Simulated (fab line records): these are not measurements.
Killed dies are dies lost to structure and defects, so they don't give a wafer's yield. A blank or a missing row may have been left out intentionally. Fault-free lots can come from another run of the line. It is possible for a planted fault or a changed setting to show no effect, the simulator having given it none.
Matching of chambers || flow nand harc || NHARC_A_M0_CMP_23 on cmp-01 has 4 sister chambers
The step polishes, t overpolish 20 s, target thk 113.75 nm. 8 wafers are shown with their chamber, then 10 later ones without.

WAFERS, EACH WITH ITS CHAMBER
{"wafer": "L088.5", "chamber": 3, "motor current A (A)": 13.8, "time to endpoint s (s)": 30.1}
{"wafer": "L089.5", "chamber": 2, "motor current A (A)": 14.9, "time to endpoint s (s)": 31.7}
{"wafer": "L089.6", "chamber": 1, "motor current A (A)": 11.5, "time to endpoint s (s)": 30.4}
{"wafer": "L094.1", "chamber": 2, "motor current A (A)": 14.5, "time to endpoint s (s)": 30.9}
{"wafer": "L094.2", "chamber": 3, "motor current A (A)": 14.5, "time to endpoint s (s)": 30.5}
{"wafer": "L094.3", "chamber": 0, "motor current A (A)": 11.7, "time to endpoint s (s)": 28.2}
{"wafer": "L094.4", "chamber": 1, "motor current A (A)": 11.5, "time to endpoint s (s)": 31.2}
{"wafer": "L094.5", "chamber": 0, "motor current A (A)": 11.5, "time to endpoint s (s)": 30.0}

WAFERS MISSING THEIR CHAMBER
{"wafer": "L094.6", "motor current A (A)": 11.2, "time to endpoint s (s)": 29.8}
{"wafer": "L095.1", "motor current A (A)": 14.2, "time to endpoint s (s)": 30.8}
{"wafer": "L095.3", "motor current A (A)": 11.8, "time to endpoint s (s)": 27.9}
{"wafer": "L095.5", "motor current A (A)": 14.3, "time to endpoint s (s)": 30.8}
{"wafer": "L096.3", "motor current A (A)": 11.1, "time to endpoint s (s)": 32.0}
{"wafer": "L096.5", "motor current A (A)": 12.1, "time to endpoint s (s)": 28.8}
{"wafer": "L096.6", "motor current A (A)": 14.2, "time to endpoint s (s)": 32.3}
{"wafer": "L097.2", "motor current A (A)": 10.6, "time to endpoint s (s)": 30.3}
{"wafer": "L097.3", "motor current A (A)": 13.6, "time to endpoint s (s)": 30.6}
{"wafer": "L097.6", "motor current A (A)": 15.7, "time to endpoint s (s)": 31.9}

WHICH CHAMBER EACH ONE RAN IN
{"wafer": "L094.6", "from the rows above": "can't be placed: 0 or 1", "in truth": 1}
{"wafer": "L095.1", "from the rows above": "can't be placed: 3 or 2", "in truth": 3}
{"wafer": "L095.3", "from the rows above": 0, "in truth": 0}
{"wafer": "L095.5", "from the rows above": "can't be placed: 3 or 2", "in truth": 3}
{"wafer": "L096.3", "from the rows above": 1, "in truth": 1}
{"wafer": "L096.5", "from the rows above": "can't be placed: 0 or 1", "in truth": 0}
{"wafer": "L096.6", "from the rows above": "can't be placed: 2 or 3", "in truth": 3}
{"wafer": "L097.2", "from the rows above": "can't be placed: 1 or 0", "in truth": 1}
{"wafer": "L097.3", "from the rows above": "can't be placed: 3 or 2", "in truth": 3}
{"wafer": "L097.6", "from the rows above": 2, "in truth": 2}
Placed correctly: 3 of 10. These rows do not allow placing 7 (true chamber among the candidates in 7). Wrongly placed: 0.
How it was worked out, from the rows above alone: a wafer's distance from a chamber is the root of the sum, over the readings, of the square of ((its reading less the chamber's mean) divided by the reading's scatter). The wafer belongs to the nearest chamber; if the next one is less than 2 further off, it can't be placed. The mean given for a chamber averages the wafers shown for that chamber. The scatter: take each reading less its chamber's mean, square it, sum over the shown wafers, divide by the number of wafers less the number of chambers, and take the root.
